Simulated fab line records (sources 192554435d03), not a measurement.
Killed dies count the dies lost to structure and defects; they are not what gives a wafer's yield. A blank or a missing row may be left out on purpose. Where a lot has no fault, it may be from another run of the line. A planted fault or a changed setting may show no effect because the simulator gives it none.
Chamber matching / flow n5_finfet / 4 sister chambers for N5_SD_EPI_P_ETCH_37 on rie_diel-03
The step etches SOC in N2/H2, overetch 108 nm, time 486 s. 4 wafers are shown with their chamber, then 7 later ones without.

EACH WAFER AND ITS CHAMBER
wafer=L084.5; chamber=2; showerhead_plenum_p_Torr (Torr)=2.55
wafer=L088.5; chamber=0; showerhead_plenum_p_Torr (Torr)=2.54
wafer=L090.1; chamber=1; showerhead_plenum_p_Torr (Torr)=2.42
wafer=L090.2; chamber=3; showerhead_plenum_p_Torr (Torr)=2.70

WAFERS MISSING THEIR CHAMBER
wafer=L090.6; showerhead_plenum_p_Torr (Torr)=2.42
wafer=L092.1; showerhead_plenum_p_Torr (Torr)=2.54
wafer=L092.2; showerhead_plenum_p_Torr (Torr)=2.54
wafer=L092.4; showerhead_plenum_p_Torr (Torr)=2.42
wafer=L097.1; showerhead_plenum_p_Torr (Torr)=2.69
wafer=L097.4; showerhead_plenum_p_Torr (Torr)=2.54
wafer=L097.6; showerhead_plenum_p_Torr (Torr)=2.41

THE CHAMBER EACH PASSED THROUGH
wafer=L090.6; from the rows above=1; in truth=1
wafer=L092.1; from the rows above=can't be placed: 0 or 2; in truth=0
wafer=L092.2; from the rows above=can't be placed: 0 or 2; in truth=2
wafer=L092.4; from the rows above=1; in truth=1
wafer=L097.1; from the rows above=3; in truth=3
wafer=L097.4; from the rows above=can't be placed: 0 or 2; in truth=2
wafer=L097.6; from the rows above=1; in truth=1
Placed correctly: 4 of 7. Unplaceable from these rows: 3, with the true chamber sitting among the candidates in 3. Number placed wrongly: 0.
How it was worked out, from the rows above alone: a wafer's distance from a chamber is the root of the sum, over the readings, of the square of ((its reading less the chamber's mean) divided by the reading's scatter). If the next closest chamber is less than 2 further off than the closest, the wafer can't be placed; otherwise it belongs to the closest. The mean given for a chamber averages the wafers shown for that chamber. The scatter: with one shown wafer a chamber, the root of the mean of the squares of how far each hidden wafer lies from its nearest shown one.
